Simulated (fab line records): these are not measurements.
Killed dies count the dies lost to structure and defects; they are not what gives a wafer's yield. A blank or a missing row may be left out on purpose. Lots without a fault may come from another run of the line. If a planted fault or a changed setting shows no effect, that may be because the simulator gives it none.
Lot-split experiment ; flow n5_finfet ; on a route of 1938 steps: 7 lots, 21 wafers read

ABOUT THE SPLIT
At N5_BEOL_M9_DESCUM_16 (chemistry O2, time 7.9 s), the setting time_s was moved away from the recipe's 7.9 s on 6 of the 21 wafers read, by -19.3% to +14.5%. For the rest of the wafers, this setting stayed at what the recipe calls for.

Split to reading: the file shows no intervening step.

THE READING
CAR-ArF_of_BEOL_M9_COAT_05.thk_nm (the simulator's own value, which no gauge read), in nm, at N5_BEOL_M9_ETCH_61 (etches SiARC in CF4, target depth 39 nm, time 65 s). The file gives no usual value for it. Across the 15 wafers here that went through the recipe, the average is 55.5 nm and the standard deviation 0.28 nm.

wafer;tool, chamber at the split;time_s as run, s;against the recipe;CAR-ArF_of_BEOL_M9_COAT_05.thk_nm, nm;against lot-mates on the recipe
L074.1;rie_diel-04, 2;6.376;-19.3%;57.2;+1.0
L074.4;rie_diel-04, 3;7.9;recipe;56.2;-
L074.5;rie_diel-04, 3;6.376;-19.3%;57.2;+1.0
L080.2;rie_diel-04, 2,1;7.9;recipe;55.2;-
L080.4;rie_diel-04, 2,1;7.9;recipe;55.2;-
L080.5;rie_diel-04, 1;9.045;+14.5%;54.2;-1.0
L081.2;rie_diel-06, 0,3,0;7.9;recipe;55.4;-
L081.5;rie_diel-06, 0,3,0;7.9;recipe;55.4;-
L081.6;rie_diel-06, 0,3,0;7.9;recipe;55.4;-
L085.3;rie_diel-06, 1,3;7.9;recipe;55.2;-
L085.4;rie_diel-06, 1,3;7.9;recipe;55.2;-
L085.6;rie_diel-06, 3;6.397;-19.0%;56.2;+1.0
L087.1;rie_diel-06, 0,1;7.9;recipe;55.6;-
L087.4;rie_diel-06, 0,1;7.9;recipe;55.6;-
L087.2;rie_diel-06, 3;7.9;recipe;55.8;-
L091.1;rie_diel-06, 3;8.505;+7.7%;55.2;-0.1
L091.2;rie_diel-06, 1;7.9;recipe;55.2;-
L091.6;rie_diel-06, 0;7.9;recipe;55.4;-
L095.2;rie_diel-06, 3;7.9;recipe;55.6;-
L095.3;rie_diel-06, 0;7.9;recipe;55.8;-
L095.6;rie_diel-06, 1;7.16;-9.4%;56.2;+0.5
The file does not say which wafer passed through which chamber wherever a row lists several chambers: such a row stands for several wafers.

THE FIT
A straight line over all 21 wafers: CAR-ArF_of_BEOL_M9_COAT_05.thk_nm changes by -0.0735 nm for each +1% of time_s; r = -0.89; the points scatter about the line by 0.32 nm.
The same after taking each lot's own level away (the mean of its wafers on the recipe; 21 wafers): -0.053 nm for each +1%; r = -0.97; scatter 0.11 nm.
The reading moves by 1 nm for the largest change in time_s, on that fit.
From 55.20 to 56.20 nm: that is the span of the lots' own levels, equal to 3.6 times the standard deviation above.
So the lot-to-lot level changes the slope: the two fits differ.
Check: +1.03 nm against its lot-mates is what the line predicts for one of the wafers moved furthest among these (-19.3%) when that wafer is left out of the fit. Against them it came out at +1 nm.

OTHER SPLITS APPLIED TO THESE WAFERS
Before the reading, these wafers also passed through other splits. Each is held against what the fit with the lots' levels taken away leaves over:
other split on the same wafers;wafers away from the commonest value;r with CAR-ArF_of_BEOL_M9_COAT_05.thk_nm (lot level and that fit taken away)
N5_BEOL_M7_HM_DEP_02 target_thk_a;4;+0.01
N5_BEOL_M8_PECVD_70 time_s;9;-0.54
N5_BEOL_M8_DEVELOP_10 develop_time_s;5;+0.24
N5_BEOL_M9_EXPOSE_08 dose_mj;7;-0.10

THE WHOLE CHAIN: every reading that the file lists as answering this split, in the file's order
step;what it does;reading;change (the file's fit);r (the file's)
N5_BEOL_M9_DESCUM_16;chemistry O2, time 7.9 s;CAR-ArF_of_BEOL_M9_COAT_05.thk_nm (the simulator's own value, which no gauge read);-0.0508 nm for each +1% of the setting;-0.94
N5_BEOL_M9_ETCH_61;etches SiARC in CF4, target depth 39 nm, time 65 s;CAR-ArF_of_BEOL_M9_COAT_05.thk_nm (the simulator's own value, which no gauge read);-0.0534 nm for each +1% of the setting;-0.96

THE FILE'S OWN FIT
CAR-ArF_of_BEOL_M9_COAT_05.thk_nm changes by -0.0534 nm for each +1% of time_s, r = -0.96.
